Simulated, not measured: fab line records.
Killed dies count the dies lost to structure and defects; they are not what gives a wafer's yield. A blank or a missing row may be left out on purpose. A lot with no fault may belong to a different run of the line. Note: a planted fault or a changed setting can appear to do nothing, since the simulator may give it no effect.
A struck lot beside a sound one + flow nand-harc + 14 steps out of a route of 1302
Sound: these wafers, L937.2, L937.5, L937.6. Wafers L943.1, L943.4, L943.5 were the ones struck. The cause is given at the end.
Per side, at each step with rows, come the tool, then ch with its chambers, and then its first start. Under that, the readings that differ: sound wafers + struck wafers + difference of the means + sigmas: that difference in standard deviations of wafers without a fault.
alike: same words and numbers on both sides, and readings whose means sit less than 2 such deviations apart. not compared: any withheld reading, any reading some wafer has no value for, any bound like >300 that may hide the same value, and any number with overlapping values for which the record gives no deviation.
Wherever a step has rows on one side only, a row that says differs or no value, or a row with sigmas, the two part there. Numbers that have no deviation but don't overlap get no sigmas and don't part them. A reading missing from all wafers of one side parts the sides only when that side holds two or more wafers.

first, 5 steps without rows for these wafers: NHARC_A_STAIRCASE_EBR_213; NHARC_A_STAIRCASE_EXPOSE_214 (exposes mask STAIR 3); NHARC_A_STAIRCASE_PEB_215 (peb time 130 s); NHARC_A_STAIRCASE_DEVELOP_216 (time 140 s); NHARC_A_STAIRCASE_HARDBAKE_218 (time 140 s).
NHARC_A_STAIRCASE_DESCUM_219: chemistry O2, time 3 s.
  sound on rie-diel-01 ch 0,1, day 16 21:02; struck on rie-diel-01 ch 0,2,3, day 19 15:26
  alike: drypump-motor-current-A, oes-product-au, rf-vpp-V, showerhead-plenum-p-Torr, throttle-valve-pct
  not compared: rf-hours-counter-h
NHARC_A_STAIRCASE_TRIM_220: chemistry O2, time 211.2 s.
  sound on rie-diel-01 ch 1,2,3, day 16 21:09; struck on rie-diel-01 ch 0,1,3, day 19 15:32
  alike: drypump-motor-current-A, oes-product-au, rf-vpp-V, showerhead-plenum-p-Torr, throttle-valve-pct
  not compared: rf-hours-counter-h
NHARC_A_STAIRCASE_ETCH_221: etches the open film in C4F8/O2, target depth 100 nm, time 40.5 s.
  sound: rie-diel-01 ch 1,2; struck: rie-diel-01 ch 0,1,2
  alike: bias-w, chamber-pressure-mTorr, oes-product-au, rf-vpp-V
  not compared: rf-hours-counter-h
NHARC_A_STAIRCASE_TRIM_222: chemistry O2, time 211.2 s.
  sound: rie-diel-01 ch 1,2,3; struck: rie-diel-01 ch 1,2
  alike: drypump-motor-current-A, oes-product-au, rf-vpp-V, showerhead-plenum-p-Torr, throttle-valve-pct
  not compared: rf-hours-counter-h
NHARC_A_STAIRCASE_ETCH_223: etches the open film in C4F8/O2, target depth 100 nm, time 40.5 s.
  sound: rie-diel-01 ch 0,1,3; struck: rie-diel-01 ch 0,2
  alike: bias-w, chamber-pressure-mTorr, oes-product-au, rf-vpp-V
  not compared: rf-hours-counter-h
then, 1 step without rows for these wafers: NHARC_A_STAIRCASE_TRIM_224 (chemistry O2, time 211.2 s).
NHARC_A_STAIRCASE_ETCH_225: etches the open film in C4F8/O2, target depth 100 nm, time 40.5 s.
  sound on rie-diel-01 ch 1,2, day 16 21:44; struck on rie-diel-01 ch 0,1,3, day 19 16:08
  no value came back on the struck wafers for bias-w (W), chamber-pressure-mTorr (mTorr), oes-product-au (a.u.), rf-vpp-V (V); on the sound wafers bias-w (W) reads 999.0 999.6 999.4
  not compared: rf-hours-counter-h
then, 1 step without rows for these wafers: NHARC_A_STAIRCASE_TRIM_226 (chemistry O2, time 211.2 s).
-- record jumps: 8 days between struck wafers' starts before vs after; left off in module A_STAIRCASE, resumes in module END, first step shown is number 1302 of the route --
NHARC_END_SORT_01:
  the record has rows for the struck wafers here (prober-01 ch 0, day 27 16:04) and none for the sound ones

== WHERE THEY PART ==
First at NHARC_A_STAIRCASE_ETCH_225; last, within this record, at NHARC_END_SORT_01.

WHY: the cause the simulator had injected
Entire step skipped (rie-diel-01, NHARC_A_STAIRCASE_ETCH_225), from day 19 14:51 onward. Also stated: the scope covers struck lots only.
